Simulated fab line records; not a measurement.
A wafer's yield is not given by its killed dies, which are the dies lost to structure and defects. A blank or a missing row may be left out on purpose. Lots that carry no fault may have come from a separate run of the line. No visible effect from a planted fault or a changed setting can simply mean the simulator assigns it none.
Matching of chambers :: flow nand-harc :: NHARC_P_M0_CMP_23 on cmp-01: 4 sister chambers
The step polishes, t overpolish 20 s, target thk 117.54 nm. 16 wafers are shown with their chamber, then 8 later ones without.

== EACH WAFER AND ITS CHAMBER ==
wafer: L558.2
chamber: 3
motor-current-A (A): 11.7
slurry-flow-ml-min: 150.4
time-to-endpoint-s (s): 28.1

wafer: L558.3
chamber: 1
motor-current-A (A): 12.5
slurry-flow-ml-min: 149.6
time-to-endpoint-s (s): 30.9

wafer: L558.6
chamber: 3
motor-current-A (A): 11.4
slurry-flow-ml-min: 150.2
time-to-endpoint-s (s): 27.3

wafer: L570.1
chamber: 1
motor-current-A (A): 12.0
slurry-flow-ml-min: 150.8
time-to-endpoint-s (s): 28.9

wafer: L570.2
chamber: 3
motor-current-A (A): 11.5
slurry-flow-ml-min: 150.9
time-to-endpoint-s (s): 25.7

wafer: L570.5
chamber: 0
motor-current-A (A): 11.9
slurry-flow-ml-min: 150.1
time-to-endpoint-s (s): 28.3

wafer: L573.1
chamber: 2
motor-current-A (A): 10.3
slurry-flow-ml-min: 150.0
time-to-endpoint-s (s): 27.6

wafer: L573.2
chamber: 1
motor-current-A (A): 12.3
slurry-flow-ml-min: 150.3
time-to-endpoint-s (s): 28.9

wafer: L573.4
chamber: 0
motor-current-A (A): 11.8
slurry-flow-ml-min: 149.7
time-to-endpoint-s (s): 29.5

wafer: L575.2
chamber: 1
motor-current-A (A): 12.1
slurry-flow-ml-min: 150.0
time-to-endpoint-s (s): 30.5

wafer: L575.3
chamber: 3
motor-current-A (A): 11.2
slurry-flow-ml-min: 149.4
time-to-endpoint-s (s): 29.6

wafer: L575.5
chamber: 1
motor-current-A (A): 12.4
slurry-flow-ml-min: 149.5
time-to-endpoint-s (s): 28.1

wafer: L577.1
chamber: 0
motor-current-A (A): 12.1
slurry-flow-ml-min: 150.0
time-to-endpoint-s (s): 31.7

wafer: L577.3
chamber: 2
motor-current-A (A): 10.0
slurry-flow-ml-min: 150.0
time-to-endpoint-s (s): 32.0

wafer: L577.4
chamber: 3
motor-current-A (A): 12.0
slurry-flow-ml-min: 150.1
time-to-endpoint-s (s): 30.9

wafer: L578.1
chamber: 0
motor-current-A (A): 12.6
slurry-flow-ml-min: 149.6
time-to-endpoint-s (s): 30.3

SIGNATURES, as means of the wafers listed above
reading: motor-current-A
chamber 0: 12.100
chamber 1: 12.260
chamber 2: 10.150
chamber 3: 11.560
scatter within a chamber: 0.284

reading: slurry-flow-ml-min
chamber 0: 149.850
chamber 1: 150.040
chamber 2: 150.000
chamber 3: 150.200
scatter within a chamber: 0.455

reading: time-to-endpoint-s
chamber 0: 29.950
chamber 1: 29.460
chamber 2: 29.800
chamber 3: 28.320
scatter within a chamber: 1.77
Rule: a wafer lies at a distance from a chamber equal to the root of the sum of squares, over the readings, of (its reading less the chamber's mean, divided by the reading's scatter). If the next closest chamber is less than 2 further off than the closest, the wafer can't be placed; otherwise it belongs to the closest. The scatter is the square root of a quotient: the sum, over the shown wafers, of each reading's squared deviation from its chamber's mean, divided by wafers minus chambers.

== WAFERS WITHOUT THEIR CHAMBER ==
wafer: L578.4
motor-current-A (A): 10.2
slurry-flow-ml-min: 148.9
time-to-endpoint-s (s): 29.8

wafer: L578.5
motor-current-A (A): 11.7
slurry-flow-ml-min: 149.8
time-to-endpoint-s (s): 28.9

wafer: L579.1
motor-current-A (A): 11.9
slurry-flow-ml-min: 150.4
time-to-endpoint-s (s): 27.8

wafer: L579.4
motor-current-A (A): 12.9
slurry-flow-ml-min: 150.7
time-to-endpoint-s (s): 30.3

wafer: L579.5
motor-current-A (A): 13.0
slurry-flow-ml-min: 150.6
time-to-endpoint-s (s): 30.9

wafer: L581.3
motor-current-A (A): 11.8
slurry-flow-ml-min: 150.2
time-to-endpoint-s (s): 31.2

wafer: L581.5
motor-current-A (A): 12.2
slurry-flow-ml-min: 150.7
time-to-endpoint-s (s): 34.4

wafer: L581.6
motor-current-A (A): 12.6
slurry-flow-ml-min: 150.4
time-to-endpoint-s (s): 32.0

== CHAMBER TAKEN BY EACH ==
wafer: L578.4
from the rows above: 2
in truth: 2

wafer: L578.5
from the rows above: can't be placed: 3 or 0 or 1
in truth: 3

wafer: L579.1
from the rows above: can't be placed: 3 or 1 or 0
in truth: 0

wafer: L579.4
from the rows above: can't be placed: 1 or 0
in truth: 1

wafer: L579.5
from the rows above: can't be placed: 1 or 0
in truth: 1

wafer: L581.3
from the rows above: can't be placed: 0 or 3 or 1
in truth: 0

wafer: L581.5
from the rows above: can't be placed: 1 or 0 or 3
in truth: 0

wafer: L581.6
from the rows above: can't be placed: 1 or 0
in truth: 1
1 of 8 placed correctly. Cannot be placed on the basis of these rows: 7; the candidates contain the true chamber in 7. 0 placed wrongly.
